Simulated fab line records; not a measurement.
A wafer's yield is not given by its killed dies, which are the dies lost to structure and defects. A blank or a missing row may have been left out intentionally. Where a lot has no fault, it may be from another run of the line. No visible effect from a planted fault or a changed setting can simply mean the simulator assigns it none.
Chamber matching    flow n5_finfet    N5_BEOL_M10_DEP_56 on pecvd-04 has 3 sister chambers
The step deposits SiCN from 3MS/NH3, target thk 15 nm, time 26.5 s. 6 wafers are shown with their chamber, then 7 later ones without.

## EACH WAFER AND ITS CHAMBER
wafer   chamber  throttle_valve_pct (%)  showerhead_plenum_p_Torr (Torr)
L080.1  0        9.3                     3.687
L080.6  2        8.9                     3.643
L081.2  2        8.8                     3.635
L081.4  1        11.3                    3.674
L087.1  0        9.1                     3.699
L087.2  1        11.2                    3.668

## WAFERS MISSING THEIR CHAMBER
wafer   throttle_valve_pct (%)  showerhead_plenum_p_Torr (Torr)
L087.3  8.9                     3.633
L087.4  10.8                    3.676
L087.5  9.2                     3.704
L087.6  9.1                     3.637
L091.1  11.2                    3.667
L091.4  11.3                    3.661
L091.5  9.4                     3.689

## THE CHAMBER EACH PASSED THROUGH
wafer   from the rows above  in truth
L087.3  2                    2
L087.4  1                    1
L087.5  0                    0
L087.6  2                    2
L091.1  1                    1
L091.4  1                    1
L091.5  0                    0
7 of 7 placed correctly. Number that these rows cannot place: 0. Number placed wrongly: 0.
How it was worked out, from the rows above alone: a wafer's distance from a chamber is the root of the sum, over the readings, of the square of ((its reading less the chamber's mean) divided by the reading's scatter). The wafer belongs to the nearest chamber; if the next one is less than 2 further off, it can't be placed. Each chamber's mean is taken over the wafers shown for it. How the scatter is found: for the shown wafers, subtract from each reading the mean of its chamber, square and add these, divide the total by (wafers less chambers), then take the root.
